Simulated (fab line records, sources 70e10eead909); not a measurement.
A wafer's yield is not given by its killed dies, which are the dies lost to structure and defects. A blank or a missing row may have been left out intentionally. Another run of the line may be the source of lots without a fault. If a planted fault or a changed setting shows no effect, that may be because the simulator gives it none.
Struck lot and sound lot, side by side || flow nandHarc || 33 out of 1302 route steps
Sound: the wafers L287.1, L287.3, L287.5. Struck: wafer L289.2 (L289.1, L289.5, from the same lot, were not struck and are left out); the cause is given at the end.
Order at every step that has rows: each side's tool, ch and its chambers, its first start. Under that, the readings that differ: sound wafers || struck wafers || difference of the means || sigmas: that difference in standard deviations of wafers without a fault.
alike: a reading whose means differ by less than 2 such deviations, as well as words and numbers matching on both sides. not compared: withheld readings; readings where some wafer has no value; bounds like >300 that might hide an equal value; numbers whose values overlap and for which the record gives no deviation.
Wherever a step has rows on one side only, a row that says differs or no value, or a row with sigmas, the two part there. Numbers that have no deviation but don't overlap get no sigmas and don't part them. A reading missing from all wafers of one side parts the sides only when that side holds two or more wafers.

first, 4 steps without rows for these wafers: NHARC_A_STAIRCASE_EXPOSE_247 (exposes mask SDS 1); NHARC_A_STAIRCASE_PEB_248 (peb time 130 s); NHARC_A_STAIRCASE_DEVELOP_249 (time 140 s); NHARC_A_STAIRCASE_HARDBAKE_251 (time 140 s).
NHARC_A_STAIRCASE_DESCUM_252: chemistry O2, time 3 s.
  sound on rieDiel-09 ch 1,2,3, day 19 15:36; struck on rieDiel-08 ch 3, day 20 14:44
  alike: drypumpMotorCurrentA, oesProductAu, rfVppV, showerheadPlenumPTorr, throttleValvePct
  not compared: rfHoursCounterH
NHARC_A_STAIRCASE_ETCH_253: etches the open film in C4F8/O2, target depth 50 nm, time 20.2 s.
  sound on rieDiel-09 ch 0,2,3, day 19 15:41; struck on rieDiel-08 ch 3, day 20 14:50
  alike: biasW, oesProductAu, rfFwdPowerW, rfVppV
  not compared: rfHoursCounterH
then, 5 steps without rows for these wafers: NHARC_A_STAIRCASE_STRIP_254 (strips in O2); NHARC_A_STAIRCASE_STRIP_255 (strips in SPM, time 900 s); NHARC_A_STAIRCASE_PRECLEAN_256 (cleans in SC1); NHARC_A_STAIRCASE_SRD_257; NHARC_A_STAIRCASE_HM_DEP_456 (deposits aC, target thk 3100 nm).
NHARC_A_STAIRCASE_DEP_259: deposits SiON, target thk 30 nm.
  sound on pecvd-01 ch 0,1,2, day 19 18:53; struck on pecvd-01 ch 0, day 20 17:34
  alike: heaterPowerW, rfFwdPowerW
then, 13 steps without rows for these wafers: NHARC_A_STAIRCASE_DEHYDRATE_260 (time 120 s); NHARC_A_STAIRCASE_HMDS_261 (time 30 s); NHARC_A_STAIRCASE_COAT_262; NHARC_A_STAIRCASE_SOFTBAKE_263 (time 170 s); NHARC_A_STAIRCASE_EBR_264; NHARC_A_STAIRCASE_EXPOSE_265 (exposes mask CHOP 200); NHARC_A_STAIRCASE_PEB_266 (peb time 130 s); NHARC_A_STAIRCASE_DEVELOP_267 (time 140 s); NHARC_A_STAIRCASE_HARDBAKE_269 (time 140 s); NHARC_A_STAIRCASE_DESCUM_270 (chemistry O2, time 3 s); NHARC_A_STAIRCASE_ETCH_271 (etches the open film in CF4/CHF3); NHARC_A_STAIRCASE_HM_OPEN_457 (chemistry O2/COS); NHARC_A_STAIRCASE_STRIP_458 (strips in O2/COS).
NHARC_A_STAIRCASE_ETCH_451: etches the open film in CF4/O2, target depth 30 nm, overetch 3 nm, time 16.5 s.
  sound: rieDiel-03 ch 1,3; struck: rieDiel-09 ch 3
  alike: biasW, drypumpMotorCurrentA, oesProductAu, rfFwdPowerW, rfVppV, showerheadPlenumPTorr, throttleValvePct
  not compared: rfHoursCounterH
then, 1 step without rows for these wafers: NHARC_A_STAIRCASE_ETCH_273 (etches the open film in C4F8/O2/Ar, target depth 10200 nm, time 2468.6 s).
NHARC_A_STAIRCASE_STRIP_274: strips in O2.
  sound: rieDiel-03 ch 1,3; struck: rieDiel-09 ch 0
{"reading": "oesProductAu (a.u.)", "sound": "1.001 1.011 1.008", "struck": 0.976, "difference": -0.031, "sigmas": -3}
  alike: drypumpMotorCurrentA, rfVppV, showerheadPlenumPTorr, throttleValvePct
  not compared: rfHoursCounterH
then, 3 steps without rows for these wafers: NHARC_A_STAIRCASE_STRIP_275 (strips in SPM, time 900 s); NHARC_A_STAIRCASE_PRECLEAN_276 (cleans in SC1); NHARC_A_STAIRCASE_SRD_277.
NHARC_A_STAIRCASE_HM_DEP_459: deposits aC, target thk 1500 nm.
  sound on aclDep-03 ch 0, day 19 22:52; struck on aclDep-02 ch 0, day 21 00:16
{"reading": "hold", "sound": "- - -", "struck": "awaitDispo/2.5h/release", "difference": "no value on the sound wafers", "sigmas": ""}
  alike: throttleValvePct
-- break in the record here, with 7 days between the starts of the struck wafers on either side (left off in module A_STAIRCASE, picked up again in module END, where the first step shown is number 1302 on the route) --
NHARC_END_SORT_01:
  sound on prober-01 ch 0, day 27 21:24; struck on prober-01 ch 0, day 28 11:28
{"reading": "hold", "sound": "- - -", "struck": "awaitDispo/3.9h/release", "difference": "no value on the sound wafers", "sigmas": ""}
{"reading": "killedAtArray", "sound": "35 29 35", "struck": 674, "difference": "+641", "sigmas": "+36"}
{"reading": "killedDies", "sound": "40 36 40", "struck": 677, "difference": "+638", "sigmas": "+34"}
  alike: killedAtOther, killedAtPeriphery, killedOpen, killedShort

== WHERE THEY PART ==
At NHARC_A_STAIRCASE_STRIP_274 first; at NHARC_END_SORT_01 last (within this record only).

WHY: whatever the simulator had introduced
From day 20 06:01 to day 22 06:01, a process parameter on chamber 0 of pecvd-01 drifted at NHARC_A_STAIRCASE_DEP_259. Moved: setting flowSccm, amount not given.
